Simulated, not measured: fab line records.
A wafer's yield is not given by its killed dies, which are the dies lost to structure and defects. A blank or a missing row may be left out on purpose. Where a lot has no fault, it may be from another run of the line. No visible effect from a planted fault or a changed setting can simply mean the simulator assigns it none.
Which tool did it? | flow nand-harc | 23 lots with 69 wafers sampled at 6 steps, on a route of 1302 steps

## WHAT EACH GAUGE READ, for each wafer
The record lacks any reading of a measuring or inspecting step that a usual standard deviation could be used to judge.

## EACH LOT AND THE TOOL THAT RAN IT (in order: tool; ch and the chambers of the sampled wafers; start)
lot  | NHARC_A_STAIRCASE_ETCH_13                     | NHARC_A_STAIRCASE_TRIM_16                     | NHARC_A_STAIRCASE_TRIM_20          | NHARC_A_STAIRCASE_TRIM_24      | NHARC_A_STAIRCASE_TRIM_193     | NHARC_A_STAIRCASE_ETCH_203
L075 | rie-diel-10 ch 1,2, day 16 08:57 or earlier   | rie-diel-10 ch 0,3, day 16 08:57 or earlier   | rie-diel-10 ch 0,1, day 16 08:57   | rie-diel-10 ch 0,1, no start   | rie-diel-07 ch 0,1,3, no start | rie-diel-07 ch 0,1,3, no start
L074 | rie-diel-07 ch 1,3, day 16 09:10 or earlier   | rie-diel-07 ch 0,1,2, day 16 09:10 or earlier | rie-diel-07 ch 0,2,3, day 16 09:10 | rie-diel-07 ch 0,1,3, no start | rie-diel-02 ch 0,1,2, no start | rie-diel-02 ch 0,2,3, no start
L077 | rie-diel-07 ch 1,2,3, day 16 15:16 or earlier | rie-diel-07 ch 0,2,3, day 16 15:16 or earlier | rie-diel-02 ch 0,2,3, day 16 15:16 | rie-diel-02 ch 0,3, no start   | rie-diel-10 ch 0,1,2, no start | rie-diel-07 ch 0,3, no start
L076 | rie-diel-10 ch 0,2,3, day 16 16:38 or earlier | rie-diel-10 ch 1,2,3, day 16 16:38 or earlier | rie-diel-02 ch 1,2,3, day 16 16:38 | rie-diel-02 ch 0,2,3, no start | rie-diel-10 ch 0,1,2, no start | rie-diel-07 ch 1,3, no start
L078 | rie-diel-07 ch 0,1,2, day 17 21:24 or earlier | rie-diel-07 ch 0,1,2, day 17 21:24 or earlier | rie-diel-07 ch 2,3, day 17 21:24   | rie-diel-07 ch 0,2,3, no start | rie-diel-07 ch 0,3, no start   | rie-diel-07 ch 0,1, no start
L079 | rie-diel-02 ch 1,2, day 17 20:54 or earlier   | rie-diel-02 ch 1,2,3, day 17 20:54 or earlier | rie-diel-02 ch 0,2,3, day 17 20:54 | rie-diel-02 ch 0,2,3, no start | rie-diel-07 ch 0,2,3, no start | rie-diel-07 ch 0,2,3, no start
L080 | rie-diel-10 ch 2,3, day 18 08:28 or earlier   | rie-diel-10 ch 0,1,3, day 18 08:28 or earlier | rie-diel-10 ch 2,3, day 18 08:28   | rie-diel-10 ch 0,1,2, no start | rie-diel-10 ch 1,2, no start   | rie-diel-02 ch 0,1,3, no start
L081 | rie-diel-07 ch 1,2,3, day 18 08:49 or earlier | rie-diel-07 ch 1,2, day 18 08:49 or earlier   | rie-diel-02 ch 1,2, day 18 08:49   | rie-diel-02 ch 1,2,3, no start | rie-diel-07 ch 0,1, no start   | rie-diel-07 ch 0,1, no start
L082 | rie-diel-10 ch 0,1,3, day 19 13:01 or earlier | rie-diel-10 ch 0,1,2, day 19 13:01 or earlier | rie-diel-07 ch 0,1,3, day 19 13:01 | rie-diel-07 ch 0,1,3, no start | rie-diel-10 ch 1,2,3, no start | rie-diel-02 ch 1,2,3, no start
L083 | rie-diel-02 ch 1,2,3, day 20 00:45 or earlier | rie-diel-02 ch 1,2,3, day 20 00:45 or earlier | rie-diel-02 ch 0,1,2, day 20 00:45 | rie-diel-02 ch 0,1,3, no start | rie-diel-10 ch 0,1,3, no start | rie-diel-02 ch 0,1,3, no start
L084 | rie-diel-07 ch 0,2,3, day 20 05:03 or earlier | rie-diel-07 ch 1,2,3, day 20 05:03 or earlier | rie-diel-07 ch 0,2,3, day 20 05:03 | rie-diel-07 ch 0,3, no start   | rie-diel-02 ch 0,1,2, no start | rie-diel-02 ch 0,3, no start
L085 | rie-diel-02 ch 0,2,3, day 20 05:28 or earlier | rie-diel-02 ch 0,1,2, day 20 05:28 or earlier | rie-diel-02 ch 0,1,2, day 20 05:28 | rie-diel-02 ch 1,2,3, no start | rie-diel-02 ch 0,1,3, no start | rie-diel-10 ch 0,1,3, no start
L086 | rie-diel-10 ch 0,3, day 20 17:17 or earlier   | rie-diel-10 ch 1,2, day 20 17:17 or earlier   | rie-diel-02 ch 0,2,3, day 20 17:17 | rie-diel-02 ch 0,2,3, no start | rie-diel-02 ch 0,2,3, no start | rie-diel-02 ch 2,3, no start
L087 | rie-diel-07 ch 0,1, day 21 05:07 or earlier   | rie-diel-07 ch 0,1,3, day 21 05:07 or earlier | rie-diel-10 ch 0,1, day 21 05:07   | rie-diel-10 ch 1,2,3, no start | rie-diel-07 ch 1,2, no start   | rie-diel-07 ch 0,1,3, no start
L088 | rie-diel-02 ch 0,2,3, day 22 01:38 or earlier | rie-diel-02 ch 2,3, day 22 01:38 or earlier   | rie-diel-02 ch 0,2,3, day 22 01:38 | rie-diel-02 ch 0,2,3, no start | rie-diel-02 ch 0,1,2, no start | rie-diel-10 ch 0,3, no start
L090 | rie-diel-10 ch 0,1,3, day 22 19:59 or earlier | rie-diel-10 ch 2,3, day 22 19:59 or earlier   | rie-diel-02 ch 0,3, day 22 19:59   | rie-diel-02 ch 2,3, no start   | rie-diel-10 ch 1,2,3, no start | rie-diel-07 ch 1,2, no start
L091 | rie-diel-02 ch 0,1,2, day 23 10:32 or earlier | rie-diel-02 ch 0,2,3, day 23 10:32 or earlier | rie-diel-07 ch 1,2,3, day 23 10:32 | rie-diel-07 ch 1,2,3, no start | rie-diel-10 ch 0,1,2, no start | rie-diel-02 ch 0,1,3, no start
L092 | rie-diel-07 ch 0,1,2, day 23 17:49 or earlier | rie-diel-07 ch 0,1,3, day 23 17:49 or earlier | rie-diel-07 ch 0,2,3, day 23 17:49 | rie-diel-07 ch 0,2,3, no start | rie-diel-10 ch 0,1,2, no start | rie-diel-10 ch 0,1,2, no start
L093 | rie-diel-07 ch 0,1,3, day 23 21:01 or earlier | rie-diel-07 ch 0,1,3, day 23 21:01 or earlier | rie-diel-07 ch 0,1,2, day 23 21:01 | rie-diel-07 ch 0,2,3, no start | rie-diel-02 ch 0,1,3, no start | rie-diel-10 ch 0,1,2, no start
L094 | rie-diel-10 ch 0,3, day 24 05:28 or earlier   | rie-diel-10 ch 0,1,3, day 24 05:28 or earlier | rie-diel-10 ch 1,2,3, day 24 05:28 | rie-diel-10 ch 0,2,3, no start | rie-diel-02 ch 0,3, no start   | rie-diel-02 ch 1,3, no start
L095 | rie-diel-10 ch 0,2,3, day 25 05:14 or earlier | rie-diel-10 ch 1,2, day 25 05:14 or earlier   | rie-diel-10 ch 0,2,3, day 25 05:14 | rie-diel-10 ch 0,1, no start   | rie-diel-07 ch 1,2,3, no start | rie-diel-02 ch 0,1, no start
L097 | rie-diel-07 ch 0,1,2, day 25 06:35 or earlier | rie-diel-07 ch 2,3, day 25 06:35 or earlier   | rie-diel-10 ch 0,1, day 25 06:35   | rie-diel-10 ch 1,2, no start   | rie-diel-02 ch 2,3, no start   | rie-diel-07 ch 0,1, no start
L096 | rie-diel-02 ch 0,1,3, day 25 06:53 or earlier | rie-diel-02 ch 0,2,3, day 25 06:53 or earlier | rie-diel-02 ch 0,1,2, day 25 06:53 | rie-diel-02 ch 1,3, no start   | rie-diel-10 ch 0,1, no start   | rie-diel-10 ch 1,3, no start
- NHARC_A_STAIRCASE_ETCH_13: etches the open film in C4F8/O2, target depth 100 nm, time 40.5 s.
- NHARC_A_STAIRCASE_TRIM_16: chemistry O2, time 211.2 s.
- NHARC_A_STAIRCASE_TRIM_20: chemistry O2, time 211.2 s.
- NHARC_A_STAIRCASE_TRIM_24: chemistry O2, time 211.2 s.
- NHARC_A_STAIRCASE_TRIM_193: chemistry O2, time 211.2 s.
- NHARC_A_STAIRCASE_ETCH_203: etches the open film in C4F8/O2, target depth 100 nm, time 40.5 s.

## AS READ BY THE TOOLS THEMSELVES (means over the sampled wafers that have a number; for cases with no such wafer, the mark the record gives instead)
NHARC_A_STAIRCASE_ETCH_13. Usual: oes-product-au 0.940 a.u., standard deviation 0.016; rf-vpp-V 895 V, standard deviation 5.8.
lot  | tool        | oes-product-au (a.u.) | rf-vpp-V (V) | flag
L075 | rie-diel-10 | 0.960                 | 891          |
L074 | rie-diel-07 | 0.954                 | 898          |
L077 | rie-diel-07 | 0.952                 | 895          |
L076 | rie-diel-10 | 0.934                 | 896          |
L078 | rie-diel-07 | 0.924                 | 891          |
L079 | rie-diel-02 | 0.944                 | 901          |
L080 | rie-diel-10 | 0.949                 | 891          |
L081 | rie-diel-07 | 0.943                 | 894          |
L082 | rie-diel-10 | 0.943                 | 894          |
L083 | rie-diel-02 | 0.924                 | 899          |
L084 | rie-diel-07 | 0.946                 | 891          |
L085 | rie-diel-02 | 0.949                 | 900          |
L086 | rie-diel-10 | 0.934                 | 900          |
L087 | rie-diel-07 | 0.938                 | 893          |
L088 | rie-diel-02 | 0.916                 | 899          |
L090 | rie-diel-10 | 0.950                 | 894          |
L091 | rie-diel-02 | 0.939                 | 899          |
L092 | rie-diel-07 | 0.955                 | 891          |
L093 | rie-diel-07 | 0.938                 | 894          |
L094 | rie-diel-10 | 0.946                 | 896          |
L095 | rie-diel-10 | 0.924                 | 895          |
L097 | rie-diel-07 | 0.938                 | 891          |
L096 | rie-diel-02 | 0.933                 | 901          |

NHARC_A_STAIRCASE_TRIM_16. Usual: drypump-motor-current-A 5.7 A, standard deviation 0.44; oes-product-au 0.998 a.u., standard deviation 0.012; rf-vpp-V 57.6 V, standard deviation 0.89; showerhead-plenum-p-Torr 3.50 Torr, standard deviation 0.16; throttle-valve-pct 17.037 %, standard deviation 0.0086.
lot  | tool        | drypump-motor-current-A (A) | oes-product-au (a.u.) | rf-vpp-V (V) | showerhead-plenum-p-Torr (Torr) | throttle-valve-pct (%) | flag
L075 | rie-diel-10 | 5.3                         | 1.005                 | 57.9         | 3.53                            | 17.029                 |
L074 | rie-diel-07 | 5.8                         | 0.996                 | 57.2         | 3.41                            | 17.034                 |
L077 | rie-diel-07 | 6.0                         | 1.006                 | 58.1         | 3.43                            | 17.044                 |
L076 | rie-diel-10 | 5.3                         | 1.006                 | 57.8         | 3.38                            | 17.043                 |
L078 | rie-diel-07 | 5.9                         | 0.999                 | 56.7         | 3.41                            | 17.033                 |
L079 | rie-diel-02 | 5.5                         | 0.997                 | 57.8         | 3.66                            | 17.040                 |
L080 | rie-diel-10 | 5.7                         | 1.016                 | 57.7         | 3.49                            | 17.033                 |
L081 | rie-diel-07 | 5.9                         | 1.003                 | 56.7         | 3.39                            | 17.042                 |
L082 | rie-diel-10 | 5.6                         | 0.997                 | 57.5         | 3.49                            | 17.035                 |
L083 | rie-diel-02 | 5.5                         | 0.983                 | 57.8         | 3.65                            | 17.045                 |
L084 | rie-diel-07 | 6.0                         | 1.003                 | 58.2         | 3.47                            | 17.035                 |
L085 | rie-diel-02 | 5.5                         | 1.004                 | 58.0         | 3.61                            | 17.048                 |
L086 | rie-diel-10 | 5.2                         | 1.002                 | 56.8         | 3.36                            | 17.042                 |
L087 | rie-diel-07 | 5.9                         | 0.975                 | 57.3         | 3.48                            | 17.037                 |
L088 | rie-diel-02 | 5.5                         | 0.988                 | 57.0         | 3.64                            | 17.041                 |
L090 | rie-diel-10 | 4.9                         | 0.999                 | 57.9         | 3.38                            | 17.036                 |
L091 | rie-diel-02 | 5.5                         | 0.983                 | 57.3         | 3.60                            | 17.048                 |
L092 | rie-diel-07 | 6.0                         | 0.993                 | 57.6         | 3.47                            | 17.034                 |
L093 | rie-diel-07 | 5.9                         | 0.988                 | 57.9         | 3.47                            | 17.042                 |
L094 | rie-diel-10 | 5.7                         | 0.998                 | 57.3         | 3.47                            | 17.042                 |
L095 | rie-diel-10 | 5.2                         | 1.018                 | 58.0         | 3.34                            | 17.028                 |
L097 | rie-diel-07 | 6.2                         | 0.984                 | 57.8         | 3.46                            | 17.038                 |
L096 | rie-diel-02 | 5.5                         | 1.004                 | 57.9         | 3.59                            | 17.033                 |

NHARC_A_STAIRCASE_TRIM_20. Usual: drypump-motor-current-A 5.6 A, standard deviation 0.43; oes-product-au 0.996 a.u., standard deviation 0.012; rf-vpp-V 57.9 V, standard deviation 0.9; showerhead-plenum-p-Torr 3.53 Torr, standard deviation 0.16; throttle-valve-pct 17.037 %, standard deviation 0.0085.
lot  | tool        | drypump-motor-current-A (A) | oes-product-au (a.u.) | rf-vpp-V (V) | showerhead-plenum-p-Torr (Torr) | throttle-valve-pct (%) | flag
L075 | rie-diel-10 | 6.0                         | 1.023                 | 58.7         | 3.63                            | 17.030                 |
L074 | rie-diel-07 | 6.0                         | 0.999                 | 58.3         | 3.43                            | 17.034                 |
L077 | rie-diel-02 | 5.5                         | 0.985                 | 58.1         | 3.62                            | 17.039                 |
L076 | rie-diel-02 | 5.5                         | 0.982                 | 58.1         | 3.66                            | 17.039                 |
L078 | rie-diel-07 | 6.1                         | 0.998                 | 57.1         | 3.41                            | 17.038                 |
L079 | rie-diel-02 | 5.5                         | 0.987                 | 57.8         | 3.62                            | 17.041                 |
L080 | rie-diel-10 | 4.9                         | 1.016                 | 58.1         | 3.40                            | 17.037                 |
L081 | rie-diel-02 | 5.8                         | 0.995                 | 58.6         | 3.57                            | 17.030                 |
L082 | rie-diel-07 | 6.0                         | 0.999                 | 58.0         | 3.48                            | 17.029                 |
L083 | rie-diel-02 | 5.5                         | 0.989                 | 57.8         | 3.61                            | 17.034                 |
L084 | rie-diel-07 | 6.0                         | 0.992                 | 58.4         | 3.41                            | 17.041                 |
L085 | rie-diel-02 | 5.5                         | 0.993                 | 57.8         | 3.61                            | 17.032                 |
L086 | rie-diel-02 | 5.5                         | 0.987                 | 57.4         | 3.61                            | 17.031                 |
L087 | rie-diel-10 | 6.0                         | 1.000                 | 57.6         | 3.45                            | 17.040                 |
L088 | rie-diel-02 | 5.5                         | 0.994                 | 58.5         | 3.60                            | 17.040                 |
L090 | rie-diel-02 | 5.2                         | 0.990                 | 58.3         | 3.69                            | 17.038                 |
L091 | rie-diel-07 | 6.0                         | 0.995                 | 57.2         | 3.46                            | 17.046                 |
L092 | rie-diel-07 | 6.0                         | 1.001                 | 57.4         | 3.40                            | 17.040                 |
L093 | rie-diel-07 | 5.8                         | 0.986                 | 57.6         | 3.38                            | 17.039                 |
L094 | rie-diel-10 | 5.2                         | 1.001                 | 57.1         | 3.35                            | 17.037                 |
L095 | rie-diel-10 | 5.3                         | 1.004                 | 57.8         | 3.49                            | 17.043                 |
L097 | rie-diel-10 | 6.0                         | 1.018                 | 57.7         | 3.59                            | 17.037                 |
L096 | rie-diel-02 | 5.5                         | 0.997                 | 57.9         | 3.59                            | 17.045                 |

NHARC_A_STAIRCASE_TRIM_24. Usual: drypump-motor-current-A 5.6 A, standard deviation 0.43; oes-product-au 0.998 a.u., standard deviation 0.012; rf-vpp-V 57.8 V, standard deviation 0.93; showerhead-plenum-p-Torr 3.53 Torr, standard deviation 0.16; throttle-valve-pct 17.035 %, standard deviation 0.0093.
lot  | tool        | drypump-motor-current-A (A) | oes-product-au (a.u.) | rf-vpp-V (V) | showerhead-plenum-p-Torr (Torr) | throttle-valve-pct (%) | flag
L075 | rie-diel-10 | 6.0                         | 1.026                 | 58.8         | 3.63                            | 17.033                 |
L074 | rie-diel-07 | 6.0                         | 0.996                 | 57.8         | 3.50                            | 17.032                 |
L077 | rie-diel-02 | 5.3                         | 0.994                 | 58.0         | 3.67                            | 17.026                 |
L076 | rie-diel-02 | 5.5                         | 0.984                 | 58.1         | 3.62                            | 17.034                 |
L078 | rie-diel-07 | 6.0                         | 0.988                 | 56.9         | 3.42                            | 17.046                 |
L079 | rie-diel-02 | 5.5                         | 0.993                 | 57.8         | 3.62                            | 17.031                 |
L080 | rie-diel-10 | 5.6                         | 1.016                 | 57.9         | 3.49                            | 17.036                 |
L081 | rie-diel-02 | 5.5                         | 0.997                 | 57.9         | 3.66                            | 17.034                 |
L082 | rie-diel-07 | 6.0                         | 0.996                 | 58.4         | 3.48                            | 17.045                 |
L083 | rie-diel-02 | 5.2                         | 0.993                 | 57.5         | 3.70                            | 17.039                 |
L084 | rie-diel-07 | 6.0                         | 0.988                 | 58.1         | 3.42                            | 17.029                 |
L085 | rie-diel-02 | 5.5                         | 0.991                 | 58.5         | 3.65                            | 17.038                 |
L086 | rie-diel-02 | 5.4                         | 0.989                 | 57.7         | 3.61                            | 17.033                 |
L087 | rie-diel-10 | 5.2                         | 1.004                 | 57.7         | 3.36                            | 17.043                 |
L088 | rie-diel-02 | 5.5                         | 0.995                 | 57.2         | 3.60                            | 17.037                 |
L090 | rie-diel-02 | 5.7                         | 0.984                 | 57.9         | 3.56                            | 17.032                 |
L091 | rie-diel-07 | 6.0                         | 0.988                 | 58.1         | 3.46                            | 17.040                 |
L092 | rie-diel-07 | 6.0                         | 0.993                 | 56.3         | 3.40                            | 17.033                 |
L093 | rie-diel-07 | 6.0                         | 0.999                 | 57.8         | 3.40                            | 17.035                 |
L094 | rie-diel-10 | 5.3                         | 1.005                 | 58.1         | 3.50                            | 17.029                 |
L095 | rie-diel-10 | 6.0                         | 1.006                 | 56.9         | 3.43                            | 17.037                 |
L097 | rie-diel-10 | 5.5                         | 1.010                 | 57.2         | 3.31                            | 17.039                 |
L096 | rie-diel-02 | 5.2                         | 0.991                 | 58.2         | 3.72                            | 17.025                 |

NHARC_A_STAIRCASE_TRIM_193. Usual: drypump-motor-current-A 5.6 A, standard deviation 0.45; oes-product-au 1.000 a.u., standard deviation 0.012; rf-vpp-V 57.8 V, standard deviation 0.87; showerhead-plenum-p-Torr 3.51 Torr, standard deviation 0.16; throttle-valve-pct 17.036 %, standard deviation 0.0086.
lot  | tool        | drypump-motor-current-A (A) | oes-product-au (a.u.) | rf-vpp-V (V) | showerhead-plenum-p-Torr (Torr) | throttle-valve-pct (%) | flag
L075 | rie-diel-07 | 5.9                         | 1.004                 | 57.6         | 3.50                            | 17.037                 |
L074 | rie-diel-02 | 5.4                         | 1.001                 | 58.4         | 3.62                            | 17.032                 |
L077 | rie-diel-10 | 5.6                         | 1.022                 | 57.6         | 3.50                            | 17.048                 |
L076 | rie-diel-10 | 5.6                         | 1.020                 | 58.1         | 3.50                            | 17.033                 |
L078 | rie-diel-07 | 6.1                         | 1.003                 | 57.6         | 3.50                            | 17.034                 |
L079 | rie-diel-07 | 6.0                         | 0.995                 | 57.4         | 3.42                            | 17.042                 |
L080 | rie-diel-10 | 5.5                         | 1.005                 | 58.2         | 3.34                            | 17.039                 |
L081 | rie-diel-07 | 5.8                         | 0.995                 | 57.0         | 3.42                            | 17.033                 |
L082 | rie-diel-10 | 5.2                         | 1.007                 | 57.6         | 3.37                            | 17.037                 |
L083 | rie-diel-10 | 5.6                         | 1.005                 | 57.9         | 3.49                            | 17.039                 |
L084 | rie-diel-02 | 5.5                         | 0.995                 | 58.0         | 3.61                            | 17.037                 |
L085 | rie-diel-02 | 5.2                         | 0.996                 | 58.3         | 3.70                            | 17.037                 |
L086 | rie-diel-02 | 5.5                         | 0.988                 | 57.6         | 3.61                            | 17.040                 |
L087 | rie-diel-07 | 5.9                         | 0.999                 | 57.8         | 3.38                            | 17.038                 |
L088 | rie-diel-02 | 5.5                         | 0.993                 | 58.0         | 3.60                            | 17.030                 |
L090 | rie-diel-10 | 5.2                         | 1.006                 | 57.3         | 3.35                            | 17.029                 |
L091 | rie-diel-10 | 5.6                         | 1.012                 | 58.2         | 3.47                            | 17.030                 |
L092 | rie-diel-10 | 5.6                         | 1.016                 | 58.0         | 3.47                            | 17.040                 |
L093 | rie-diel-02 | 5.2                         | 0.998                 | 57.9         | 3.68                            | 17.036                 |
L094 | rie-diel-02 | 5.3                         | 0.986                 | 58.2         | 3.68                            | 17.036                 |
L095 | rie-diel-07 | 6.0                         | 0.992                 | 58.4         | 3.45                            | 17.036                 |
L097 | rie-diel-02 | 5.5                         | 0.990                 | 57.0         | 3.63                            | 17.033                 |
L096 | rie-diel-10 | 6.0                         | 1.007                 | 57.5         | 3.43                            | 17.041                 |

NHARC_A_STAIRCASE_ETCH_203. Usual: oes-product-au 0.937 a.u., standard deviation 0.012; rf-vpp-V 896 V, standard deviation 6.
lot  | tool        | oes-product-au (a.u.) | rf-vpp-V (V) | flag
L075 | rie-diel-07 | 0.943                 | 895          |
L074 | rie-diel-02 | 0.924                 | 900          |
L077 | rie-diel-07 | 0.939                 | 895          |
L076 | rie-diel-07 | 0.947                 | 897          |
L078 | rie-diel-07 | 0.936                 | 891          |
L079 | rie-diel-07 | 0.937                 | 891          |
L080 | rie-diel-02 | 0.955                 | 903          |
L081 | rie-diel-07 | 0.930                 | 894          |
L082 | rie-diel-02 | 0.933                 | 901          |
L083 | rie-diel-02 | 0.931                 | 902          |
L084 | rie-diel-02 | 0.933                 | 901          |
L085 | rie-diel-10 | 0.935                 | 894          |
L086 | rie-diel-02 | 0.917                 | 900          |
L087 | rie-diel-07 | 0.929                 | 894          |
L088 | rie-diel-10 | 0.956                 | 900          |
L090 | rie-diel-07 | 0.935                 | 893          |
L091 | rie-diel-02 | 0.930                 | 902          |
L092 | rie-diel-10 | 0.946                 | 893          |
L093 | rie-diel-10 | 0.952                 | 894          |
L094 | rie-diel-02 | 0.930                 | 902          |
L095 | rie-diel-02 | 0.943                 | 901          |
L097 | rie-diel-07 | 0.936                 | 891          |
L096 | rie-diel-10 | 0.946                 | 888          |

## THE ANSWER, worked out from the rows above alone
Rule: lot off if the mean of its wafers having a number is beyond 3 standard deviations from the usual mean. Also off: a lot with no number at a reading for which 4 or more lots have one. Any other lot the step has rows for is counted as sound. The gauges are gone through in route order, then the tools' own readings, and for those a lot's mean is taken as printed above. The first step at which some lot is off is used, and at that step the reading that is off furthest; a lot without a number counts as furthest.
None of the lots is off at any reading shown; this tells nothing.

## WHAT HAD BEEN PUT IN BY THE SIMULATOR
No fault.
